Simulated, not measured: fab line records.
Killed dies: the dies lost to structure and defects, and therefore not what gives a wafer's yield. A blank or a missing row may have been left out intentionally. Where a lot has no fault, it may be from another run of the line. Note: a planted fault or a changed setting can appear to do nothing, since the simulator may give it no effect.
Which tool did it? | flow nand_harc | 24 lots with 72 wafers sampled at 6 steps, on a route of 1302 steps

== WHAT THE GAUGES READ, wafer by wafer ==
NHARC_A_BONDPAD_CD_MEAS_09: the cd target is 500 nm. Usual: cd_nm at 501.9 nm, with a standard deviation of 2.7.
lot  | measured     | on        | cd_nm (nm)        | flag
L076 | day 23 08:01 | cd_sem-03 | 502.0 503.3 502.9 |
L075 | day 23 09:45 | cd_sem-03 | 501.8 499.3 504.0 |
L074 | day 23 13:56 | cd_sem-03 | 499.5 502.7 499.3 |
L079 | day 25 16:58 | cd_sem-01 | 501.6 504.1 501.9 |
L078 | day 25 19:50 | cd_sem-03 | 501.8 498.8 501.2 |
L081 | day 26 00:56 | cd_sem-02 | 500.2 501.3 502.9 |
L077 | day 26 01:23 | cd_sem-02 | 500.8 498.9 498.1 |
L080 | day 26 02:29 | cd_sem-01 | 503.6 501.8 502.5 |
L082 | day 26 12:32 | cd_sem-01 | 497.4 497.9 498.9 |
L083 | day 27 02:52 | cd_sem-01 | 496.0 496.0 495.8 |
L084 | day 27 20:36 | cd_sem-03 | 497.6 501.1 503.1 |
L085 | day 28 10:46 | cd_sem-03 | 502.6 505.0 505.1 |
L088 | day 29 00:34 | cd_sem-02 | 499.1 500.5 502.1 |
L087 | day 29 04:16 | cd_sem-02 | 504.7 506.8 504.9 |
L089 | day 29 06:49 | cd_sem-03 | 503.5 501.1 502.5 |
L086 | day 29 09:29 | cd_sem-01 | 501.4 503.5 501.4 |
L090 | day 29 13:26 | cd_sem-02 | 500.4 502.3 501.3 |
L092 | day 30 04:23 | cd_sem-01 | 506.1 503.8 504.6 |
L091 | day 30 15:35 | cd_sem-03 | 498.3 497.9 505.2 |
L094 | day 30 21:40 | cd_sem-02 | 503.7 507.5 505.0 |
L093 | day 31 01:41 | cd_sem-02 | 505.1 508.4 504.2 |
L095 | day 32 09:53 | cd_sem-01 | 499.5 501.4 504.8 |
L096 | day 32 11:06 | cd_sem-02 | 501.5 502.9 502.2 |
L097 | day 32 20:00 | cd_sem-01 | 500.6 502.4 501.5 |

NHARC_THIN_TSV_INSPECT_40. Usual: raw_defect_count at 570, with a standard deviation of 110.
lot  | measured     | on                | raw_defect_count | flag
L076 | day 24 13:16 | defect_inspect-01 | 529 464 440      |
L075 | day 24 13:17 | defect_inspect-02 | 600 605 570      |
L074 | day 24 22:16 | defect_inspect-01 | 558 520 696      |
L079 | day 26 19:42 | defect_inspect-02 | 391 476 456      |
L078 | day 26 19:42 | defect_inspect-01 | 893 718 821      |
L081 | day 27 04:14 | defect_inspect-01 | 489 534 772      |
L077 | day 27 04:13 | defect_inspect-01 | 599 544 702      |
L080 | day 27 04:14 | defect_inspect-02 | 578 676 524      |
L082 | day 27 15:26 | defect_inspect-02 | 589 543 545      |
L083 | day 28 08:50 | defect_inspect-02 | 621 547 482      |
L084 | day 28 23:24 | defect_inspect-01 | 499 469 437      |
L085 | day 29 16:25 | defect_inspect-02 | 567 544 789      |
L088 | day 30 06:24 | defect_inspect-01 | 560 550 648      |
L087 | day 30 06:24 | defect_inspect-02 | 502 495 613      |
L089 | day 30 10:56 | defect_inspect-02 | 594 529 560      |
L086 | day 30 10:56 | defect_inspect-02 | 647 656 602      |
L090 | day 30 16:34 | defect_inspect-02 | 672 656 489      |
L092 | day 31 09:07 | defect_inspect-01 | 521 495 622      |
L091 | day 31 19:53 | defect_inspect-01 | 667 565 614      |
L094 | day 32 00:56 | defect_inspect-02 | 543 578 599      |
L093 | day 32 08:35 | defect_inspect-01 | 504 535 474      |
L095 | day 33 15:02 | defect_inspect-02 | 605 717 490      |
L096 | day 33 15:02 | defect_inspect-01 | 433 366 499      |
L097 | day 33 23:23 | defect_inspect-01 | 671 480 598      |

== TOOL THAT RAN EACH LOT (tool first, then ch and the chambers of the sampled wafers, then the start) ==
lot  | NHARC_A_M1_ETCH_28                            | NHARC_A_M1_PVD_20                       | NHARC_A_BONDPAD_STRIP_15           | NHARC_THIN_TSV_PVD_51
L076 | rie_diel-12 ch 0,2,3, day 23 08:01 or earlier | pvd_sputter-01, day 23 08:01 or earlier | rie_diel-11 ch 1,2, day 23 08:38   | pvd_sputter-01, day 24 13:16 or earlier
L075 | rie_diel-05 ch 1,2, day 23 09:45 or earlier   | pvd_sputter-01, day 23 09:45 or earlier | rie_diel-06 ch 0,2,3, day 23 10:23 | pvd_sputter-01, day 24 13:17 or earlier
L074 | rie_diel-12 ch 0,1, day 23 13:56 or earlier   | pvd_sputter-01, day 23 13:56 or earlier | rie_diel-06 ch 0,1, day 23 14:34   | pvd_sputter-01, day 24 22:16 or earlier
L079 | rie_diel-07 ch 0,2, day 25 16:58 or earlier   | pvd_sputter-01, day 25 16:58 or earlier | rie_diel-11 ch 0,1, day 25 17:34   | pvd_sputter-02, day 26 19:42 or earlier
L078 | rie_diel-07 ch 0,2,3, day 25 19:50 or earlier | pvd_sputter-02, day 25 19:50 or earlier | rie_diel-06 ch 1,2,3, day 25 20:26 | pvd_sputter-01, day 26 19:42 or earlier
L081 | rie_diel-07 ch 0,2, day 26 00:56 or earlier   | pvd_sputter-01, day 26 00:56 or earlier | rie_diel-01 ch 2,3, day 26 01:32   | pvd_sputter-03, day 27 04:14 or earlier
L077 | rie_diel-07 ch 0,1,3, day 26 01:23 or earlier | pvd_sputter-02, day 26 01:23 or earlier | rie_diel-06 ch 0,1,2, day 26 02:01 | pvd_sputter-02, day 27 04:13 or earlier
L080 | rie_diel-07 ch 0,1, day 26 02:29 or earlier   | pvd_sputter-03, day 26 02:29 or earlier | rie_diel-06 ch 1,2,3, day 26 03:06 | pvd_sputter-02, day 27 04:14 or earlier
L082 | rie_diel-12 ch 0,1,3, day 26 12:32 or earlier | pvd_sputter-01, day 26 12:32 or earlier | rie_diel-01 ch 0,1,2, day 26 13:10 | pvd_sputter-02, day 27 15:26 or earlier
L083 | rie_diel-07 ch 0,2, day 27 02:52 or earlier   | pvd_sputter-02, day 27 02:52 or earlier | rie_diel-06 ch 0,1,3, day 27 03:31 | pvd_sputter-03, day 28 08:50 or earlier
L084 | rie_diel-05 ch 0,2,3, day 27 20:36 or earlier | pvd_sputter-01, day 27 20:36 or earlier | rie_diel-11 ch 1,2, day 27 21:14   | pvd_sputter-03, day 28 23:24 or earlier
L085 | rie_diel-12 ch 1,2, day 28 10:46 or earlier   | pvd_sputter-03, day 28 10:46 or earlier | rie_diel-11 ch 0,1, day 28 11:23   | pvd_sputter-02, day 29 16:25 or earlier
L088 | rie_diel-12 ch 0,2, day 29 00:34 or earlier   | pvd_sputter-02, day 29 00:34 or earlier | rie_diel-06 ch 0,3, day 29 01:10   | pvd_sputter-01, day 30 06:24 or earlier
L087 | rie_diel-07 ch 0,2,3, day 29 04:16 or earlier | pvd_sputter-01, day 29 04:16 or earlier | rie_diel-11 ch 0,1, day 29 04:52   | pvd_sputter-03, day 30 06:24 or earlier
L089 | rie_diel-12 ch 1,2, day 29 06:49 or earlier   | pvd_sputter-03, day 29 06:49 or earlier | rie_diel-06 ch 0,2,3, day 29 07:26 | pvd_sputter-02, day 30 10:56 or earlier
L086 | rie_diel-12 ch 0,2,3, day 29 09:29 or earlier | pvd_sputter-03, day 29 09:29 or earlier | rie_diel-01 ch 1,2,3, day 29 10:16 | pvd_sputter-02, day 30 10:56 or earlier
L090 | rie_diel-12 ch 0,1,3, day 29 13:26 or earlier | pvd_sputter-03, day 29 13:26 or earlier | rie_diel-11 ch 0,1,3, day 29 14:03 | pvd_sputter-03, day 30 16:34 or earlier
L092 | rie_diel-07 ch 2,3, day 30 04:23 or earlier   | pvd_sputter-03, day 30 04:23 or earlier | rie_diel-11 ch 0,1,2, day 30 04:59 | pvd_sputter-03, day 31 09:07 or earlier
L091 | rie_diel-05 ch 1,2, day 30 15:35 or earlier   | pvd_sputter-01, day 30 15:35 or earlier | rie_diel-11 ch 2,3, day 30 16:11   | pvd_sputter-02, day 31 19:53 or earlier
L094 | rie_diel-07 ch 0,1,3, day 30 21:40 or earlier | pvd_sputter-02, day 30 21:40 or earlier | rie_diel-11 ch 0,1,2, day 30 22:16 | pvd_sputter-03, day 32 00:56 or earlier
L093 | rie_diel-05 ch 0,1,2, day 31 01:41 or earlier | pvd_sputter-02, day 31 01:41 or earlier | rie_diel-06 ch 0,2,3, day 31 02:19 | pvd_sputter-02, day 32 08:35 or earlier
L095 | rie_diel-07 ch 0,1,3, day 32 09:53 or earlier | pvd_sputter-01, day 32 09:53 or earlier | rie_diel-11 ch 0,3, day 32 10:32   | pvd_sputter-03, day 33 15:02 or earlier
L096 | rie_diel-12 ch 0,1,3, day 32 11:06 or earlier | pvd_sputter-02, day 32 11:06 or earlier | rie_diel-11 ch 0,3, day 32 11:42   | pvd_sputter-03, day 33 15:02 or earlier
L097 | rie_diel-12 ch 0,3, day 32 20:00 or earlier   | pvd_sputter-02, day 32 20:00 or earlier | rie_diel-06 ch 1,2, day 32 20:35   | pvd_sputter-03, day 33 23:23 or earlier
- NHARC_A_M1_ETCH_28: etches the open film in CF4/N2, target depth 30 nm, time 72.99 s.
- NHARC_A_M1_PVD_20: deposits TaN, target thk 5 nm, time 8.06 s.
- NHARC_A_BONDPAD_STRIP_15: strips in O2.
- NHARC_THIN_TSV_PVD_51: deposits Cu, target thk 100 nm.

== AS READ BY THE TOOLS THEMSELVES (means over the sampled wafers that have a number; for cases with no such wafer, the mark the record gives instead) ==
NHARC_A_M1_ETCH_28. Usual: drypump_motor_current_A 5.7 A, standard deviation 0.34; oes_product_au 1.001 a.u., standard deviation 0.012; rf_vpp_V 314.6 V, standard deviation 1.6; showerhead_plenum_p_Torr 2.65 Torr, standard deviation 0.082; throttle_valve_pct 19.796 %, standard deviation 0.0089.
lot  | tool        | drypump_motor_current_A (A) | oes_product_au (a.u.) | rf_vpp_V (V) | showerhead_plenum_p_Torr (Torr) | throttle_valve_pct (%) | flag
L076 | rie_diel-12 | 5.6                         | 1.012                 | 314.4        | 2.62                            | 19.797                 |
L075 | rie_diel-05 | 5.8                         | 0.997                 | 314.8        | 2.73                            | 19.800                 |
L074 | rie_diel-12 | 5.5                         | 1.005                 | 311.7        | 2.53                            | 19.803                 |
L079 | rie_diel-07 | 5.7                         | 1.008                 | 314.9        | 2.65                            | 19.790                 |
L078 | rie_diel-07 | 5.8                         | 1.000                 | 315.2        | 2.66                            | 19.795                 |
L081 | rie_diel-07 | 5.9                         | 1.012                 | 314.3        | 2.69                            | 19.792                 |
L077 | rie_diel-07 | 5.8                         | 1.004                 | 315.5        | 2.68                            | 19.782                 |
L080 | rie_diel-07 | 5.7                         | 1.003                 | 315.2        | 2.67                            | 19.784                 |
L082 | rie_diel-12 | 5.6                         | 1.001                 | 314.1        | 2.58                            | 19.801                 |
L083 | rie_diel-07 | 5.7                         | 1.008                 | 314.9        | 2.65                            | 19.791                 |
L084 | rie_diel-05 | 5.7                         | 1.004                 | 315.1        | 2.69                            | 19.794                 |
L085 | rie_diel-12 | 5.2                         | 0.994                 | 313.6        | 2.58                            | 19.790                 |
L088 | rie_diel-12 | 5.4                         | 1.005                 | 313.8        | 2.59                            | 19.798                 |
L087 | rie_diel-07 | 5.8                         | 0.991                 | 314.3        | 2.66                            | 19.798                 |
L089 | rie_diel-12 | 5.2                         | 0.997                 | 313.4        | 2.58                            | 19.794                 |
L086 | rie_diel-12 | 5.7                         | 1.004                 | 313.6        | 2.62                            | 19.792                 |
L090 | rie_diel-12 | 5.7                         | 1.007                 | 312.8        | 2.58                            | 19.794                 |
L092 | rie_diel-07 | 6.0                         | 1.001                 | 315.4        | 2.70                            | 19.793                 |
L091 | rie_diel-05 | 5.8                         | 0.984                 | 316.6        | 2.72                            | 19.800                 |
L094 | rie_diel-07 | 5.9                         | 0.994                 | 315.5        | 2.68                            | 19.804                 |
L093 | rie_diel-05 | 5.8                         | 1.007                 | 315.5        | 2.73                            | 19.792                 |
L095 | rie_diel-07 | 5.8                         | 0.989                 | 315.1        | 2.68                            | 19.788                 |
L096 | rie_diel-12 | 5.6                         | 0.994                 | 313.2        | 2.58                            | 19.794                 |
L097 | rie_diel-12 | 5.9                         | 0.998                 | 314.5        | 2.64                            | 19.801                 |

NHARC_A_M1_PVD_20. Usual: throttle_valve_pct at 29.9 %, with a standard deviation of 0.97.
lot  | tool           | throttle_valve_pct (%) | flag
L076 | pvd_sputter-01 | 30.6                   |
L075 | pvd_sputter-01 | 30.2                   |
L074 | pvd_sputter-01 | 30.4                   |
L079 | pvd_sputter-01 | 30.0                   |
L078 | pvd_sputter-02 | 29.4                   |
L081 | pvd_sputter-01 | 29.7                   |
L077 | pvd_sputter-02 | 29.3                   |
L080 | pvd_sputter-03 | 29.5                   |
L082 | pvd_sputter-01 | 29.5                   |
L083 | pvd_sputter-02 | 29.3                   |
L084 | pvd_sputter-01 | 29.6                   |
L085 | pvd_sputter-03 | 30.0                   |
L088 | pvd_sputter-02 | 29.1                   |
L087 | pvd_sputter-01 | 29.1                   |
L089 | pvd_sputter-03 | 29.9                   |
L086 | pvd_sputter-03 | 30.2                   |
L090 | pvd_sputter-03 | 29.9                   |
L092 | pvd_sputter-03 | 30.0                   |
L091 | pvd_sputter-01 | 29.1                   |
L094 | pvd_sputter-02 | 28.6                   |
L093 | pvd_sputter-02 | 29.5                   |
L095 | pvd_sputter-01 | 30.4                   |
L096 | pvd_sputter-02 | 29.7                   |
L097 | pvd_sputter-02 | 29.6                   |

NHARC_A_BONDPAD_STRIP_15. Usual: drypump_motor_current_A 5.7 A, standard deviation 0.41; oes_product_au 0.993 a.u., standard deviation 0.014; rf_vpp_V 57.5 V, standard deviation 0.89; showerhead_plenum_p_Torr 3.45 Torr, standard deviation 0.11; throttle_valve_pct 17.036 %, standard deviation 0.0088.
lot  | tool        | drypump_motor_current_A (A) | oes_product_au (a.u.) | rf_vpp_V (V) | showerhead_plenum_p_Torr (Torr) | throttle_valve_pct (%) | flag
L076 | rie_diel-11 | 5.4                         | 1.002                 | 57.2         | 3.35                            | 17.042                 |
L075 | rie_diel-06 | 5.9                         | 0.982                 | 57.8         | 3.41                            | 17.030                 |
L074 | rie_diel-06 | 5.3                         | 0.985                 | 57.4         | 3.42                            | 17.027                 |
L079 | rie_diel-11 | 5.6                         | 0.977                 | 56.5         | 3.39                            | 17.037                 |
L078 | rie_diel-06 | 5.6                         | 0.982                 | 57.5         | 3.44                            | 17.041                 |
L081 | rie_diel-01 | 6.1                         | 1.009                 | 56.9         | 3.39                            | 17.033                 |
L077 | rie_diel-06 | 5.6                         | 0.974                 | 57.4         | 3.40                            | 17.039                 |
L080 | rie_diel-06 | 5.5                         | 0.979                 | 57.4         | 3.44                            | 17.035                 |
L082 | rie_diel-01 | 5.8                         | 1.010                 | 58.4         | 3.53                            | 17.035                 |
L083 | rie_diel-06 | 5.6                         | 0.985                 | 57.4         | 3.42                            | 17.033                 |
L084 | rie_diel-11 | 5.4                         | 0.984                 | 57.1         | 3.35                            | 17.034                 |
L085 | rie_diel-11 | 5.6                         | 0.986                 | 56.8         | 3.39                            | 17.048                 |
L088 | rie_diel-06 | 6.0                         | 0.997                 | 57.7         | 3.43                            | 17.043                 |
L087 | rie_diel-11 | 5.9                         | 0.998                 | 57.1         | 3.46                            | 17.044                 |
L089 | rie_diel-06 | 6.0                         | 0.998                 | 57.2         | 3.40                            | 17.033                 |
L086 | rie_diel-01 | 6.0                         | 1.013                 | 57.6         | 3.43                            | 17.034                 |
L090 | rie_diel-11 | 5.8                         | 1.007                 | 57.8         | 3.51                            | 17.039                 |
L092 | rie_diel-11 | 5.7                         | 0.993                 | 57.3         | 3.42                            | 17.036                 |
L091 | rie_diel-11 | 5.7                         | 0.992                 | 58.3         | 3.50                            | 17.030                 |
L094 | rie_diel-11 | 5.7                         | 0.996                 | 56.9         | 3.42                            | 17.049                 |
L093 | rie_diel-06 | 5.9                         | 0.994                 | 57.5         | 3.40                            | 17.034                 |
L095 | rie_diel-11 | 6.1                         | 1.000                 | 57.7         | 3.58                            | 17.037                 |
L096 | rie_diel-11 | 6.1                         | 1.004                 | 58.2         | 3.58                            | 17.028                 |
L097 | rie_diel-06 | 5.6                         | 0.995                 | 57.3         | 3.39                            | 17.040                 |

NHARC_THIN_TSV_PVD_51. Usual: throttle_valve_pct at 29.9 %, with a standard deviation of 0.82.
lot  | tool           | throttle_valve_pct (%) | flag
L076 | pvd_sputter-01 | 30.7                   |
L075 | pvd_sputter-01 | 31.0                   |
L074 | pvd_sputter-01 | 29.7                   |
L079 | pvd_sputter-02 | 29.4                   |
L078 | pvd_sputter-01 | 30.8                   |
L081 | pvd_sputter-03 | 30.5                   |
L077 | pvd_sputter-02 | 29.5                   |
L080 | pvd_sputter-02 | 29.3                   |
L082 | pvd_sputter-02 | 29.1                   |
L083 | pvd_sputter-03 | 30.3                   |
L084 | pvd_sputter-03 | 30.0                   |
L085 | pvd_sputter-02 | 29.3                   |
L088 | pvd_sputter-01 | 30.7                   |
L087 | pvd_sputter-03 | 29.9                   |
L089 | pvd_sputter-02 | 30.1                   |
L086 | pvd_sputter-02 | 29.9                   |
L090 | pvd_sputter-03 | 29.9                   |
L092 | pvd_sputter-03 | 30.4                   |
L091 | pvd_sputter-02 | 29.5                   |
L094 | pvd_sputter-03 | 30.4                   |
L093 | pvd_sputter-02 | 29.1                   |
L095 | pvd_sputter-03 | 30.3                   |
L096 | pvd_sputter-03 | 30.1                   |
L097 | pvd_sputter-03 | 29.9                   |

== THE ANSWER, worked out from the rows above alone ==
Rule: take the mean of a lot's wafers that have a number; if it is more than 3 standard deviations from the usual mean, the lot is off. Also off: a lot with no number at a reading for which 4 or more lots have one. Any other lot the step has rows for is counted as sound. The gauges are gone through in route order, then the tools' own readings, and for those a lot's mean is taken as printed above. At the first step where some lot is off, the reading lying furthest off is the one used; lots without a number count as furthest.
Across all readings shown, no lot is off: no conclusion can be drawn from this.

== WHAT THE SIMULATOR HAD PUT IN ==
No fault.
